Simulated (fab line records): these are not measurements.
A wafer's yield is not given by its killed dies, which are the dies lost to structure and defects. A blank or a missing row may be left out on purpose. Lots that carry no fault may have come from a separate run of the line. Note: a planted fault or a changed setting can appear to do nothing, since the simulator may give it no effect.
Lot-split experiment | flow n5Finfet | 39 wafers read across 7 lots, on a route 1938 steps long

== THE SPLIT ==
At N5_HKMG_FIN_EXPOSE_09 (exposes mask NWFM, target cd 98 nm), the setting doseMj was moved away from the recipe's 39.25 on 12 of the 39 wafers read, by -7.2% to +2.9%. This setting was run at the recipe's value on the other wafers.

== FROM THE SPLIT TO THE READING: what the file shows between them, 2 steps ==
- N5_HKMG_FIN_PEB_10: peb time 60 s
- N5_HKMG_FIN_DEVELOP_11: develop time 30 s

== THE READING ==
cdNm at N5_HKMG_FIN_CD_MEAS_12, given in nm (cd target 92.8 nm). Typical for fault-free wafers on this fab line: 93.4 nm, with standard deviation 0.61 nm.

wafer  | tool, chamber at the split | doseMj as run | against the recipe | cdNm, nm | against lot-mates on the recipe
L075.1 | arfiScanner-01, 0          | 39.25         | recipe             | 94.5     | -
L075.2 | arfiScanner-01, 0          | 39.25         | recipe             | 92.5     | -
L075.3 | arfiScanner-01, 0          | 39.25         | recipe             | 93.2     | -
L075.4 | arfiScanner-01, 0          | 39.25         | recipe             | 93.9     | -
L075.5 | arfiScanner-01, 0          | 39.25         | recipe             | 93.2     | -
L075.6 | arfiScanner-01, 0          | 39.25         | recipe             | 93.1     | -
L078.1 | arfiScanner-01, 0          | 39.25         | recipe             | 94.0     | -
L078.2 | arfiScanner-01, 0          | 39.25         | recipe             | 94.2     | -
L078.3 | arfiScanner-01, 0          | 40.38         | +2.9%              | 95.6     | +1.6
L078.4 | arfiScanner-01, 0          | 39.25         | recipe             | 93.9     | -
L078.5 | arfiScanner-01, 0          | 40.38         | +2.9%              | 95.3     | +1.3
L078.6 | arfiScanner-01, 0          | 40.38         | +2.9%              | 95.9     | +1.9
L079.1 | arfiScanner-02, 0          | 36.43         | -7.2%              | 88.4     | -5.2
L079.2 | arfiScanner-02, 0          | 39.25         | recipe             | 93.7     | -
L079.3 | arfiScanner-02, 0          | 36.43         | -7.2%              | 89.0     | -4.6
L079.4 | arfiScanner-02, 0          | 39.25         | recipe             | 93.4     | -
L079.5 | arfiScanner-02, 0          | 39.25         | recipe             | 93.6     | -
L079.6 | arfiScanner-02, 0          | 36.43         | -7.2%              | 89.6     | -4.0
L080.1 | arfiScanner-02, 0          | 39.25         | recipe             | 93.0     | -
L080.2 | arfiScanner-02, 0          | 39.25         | recipe             | 93.1     | -
L080.3 | arfiScanner-02, 0          | 39.25         | recipe             | 92.5     | -
L080.4 | arfiScanner-02, 0          | 39.25         | recipe             | 94.0     | -
L080.5 | arfiScanner-02, 0          | 39.25         | recipe             | 93.2     | -
L080.6 | arfiScanner-02, 0          | 39.25         | recipe             | 93.4     | -
L085.1 | arfiScanner-02, 0          | 39.25         | recipe             | 93.1     | -
L085.2 | arfiScanner-02, 0          | 40.28         | +2.6%              | 95.7     | +2.1
L085.3 | arfiScanner-02, 0          | 39.25         | recipe             | 94.3     | -
L085.4 | arfiScanner-02, 0          | 40.28         | +2.6%              | 95.1     | +1.5
L085.5 | arfiScanner-02, 0          | 40.28         | +2.6%              | 95.2     | +1.6
L085.6 | arfiScanner-02, 0          | 39.25         | recipe             | 93.3     | -
L087.1 | arfiScanner-02, 0          | 39.25         | recipe             | 93.7     | -
L087.4 | arfiScanner-02, 0          | 39.25         | recipe             | 93.9     | -
L087.5 | arfiScanner-02, 0          | 39.25         | recipe             | 93.1     | -
L092.1 | arfiScanner-02, 0          | 37.44         | -4.6%              | 90.3     | -2.6
L092.2 | arfiScanner-02, 0          | 37.44         | -4.6%              | 90.1     | -2.8
L092.3 | arfiScanner-02, 0          | 39.25         | recipe             | 93.0     | -
L092.4 | arfiScanner-02, 0          | 39.25         | recipe             | 93.0     | -
L092.5 | arfiScanner-02, 0          | 39.25         | recipe             | 92.8     | -
L092.6 | arfiScanner-02, 0          | 37.44         | -4.6%              | 90.3     | -2.6

THE FIT
A straight line over all 39 wafers: cdNm changes by +0.66 nm for each +1% of doseMj; r = +0.96; the points scatter about the line by 0.49 nm.
The same after taking each lot's own level away (the mean of its wafers on the recipe; 39 wafers): +0.618 nm for each +1%; r = +0.97; scatter 0.42 nm.
On that fit, the largest move of doseMj shifts the reading by 4.4 nm.
The lots' own levels span 92.93 to 94.03 nm, that is 1.8 times the standard deviation above.
So the lot-to-lot level changes the slope little: the two slopes agree.
Check: -4.26 nm against its lot-mates is what the line predicts for one of the wafers moved furthest among these (-7.2%) when that wafer is left out of the fit. Against them it came out at -5.17 nm.

== FURTHER SPLITS ON THESE WAFERS ==
Before the reading, these wafers also passed through other splits. Each is held against what the fit with the lots' levels taken away leaves over:
other split on the same wafers | wafers away from the commonest value | r with cdNm (lot level and that fit taken away)
N5_DUMMY_GATE_ETCH_37 sourceW  | 15                                   | -0.09
N5_DUMMY_GATE_ETCH_32 timeS    | 12                                   | -0.23
N5_SD_EPI_N_EPI_21 timeS       | 18                                   | +0.05
N5_SD_ACTIVATION_LSA_01 timeS  | 18                                   | +0.01

== THE WHOLE CHAIN: every reading that the file lists as answering this split, in the file's order ==
step                   | what it does             | reading                                                        | change (the file's fit)               | r (the file's)
N5_HKMG_FIN_CD_MEAS_12 | target cd 92.8 nm        | cdNm                                                           | +0.613 nm for each +1% of the setting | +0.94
N5_HKMG_FIN_DESCUM_17  | chemistry O2, time 7.9 s | HKMG_FIN.cdNm (the simulator's own value, which no gauge read) | +0.596 nm for each +1% of the setting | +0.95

== THE FILE'S OWN FIT ==
cdNm changes by +0.613 nm for each +1% of doseMj, r = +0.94.
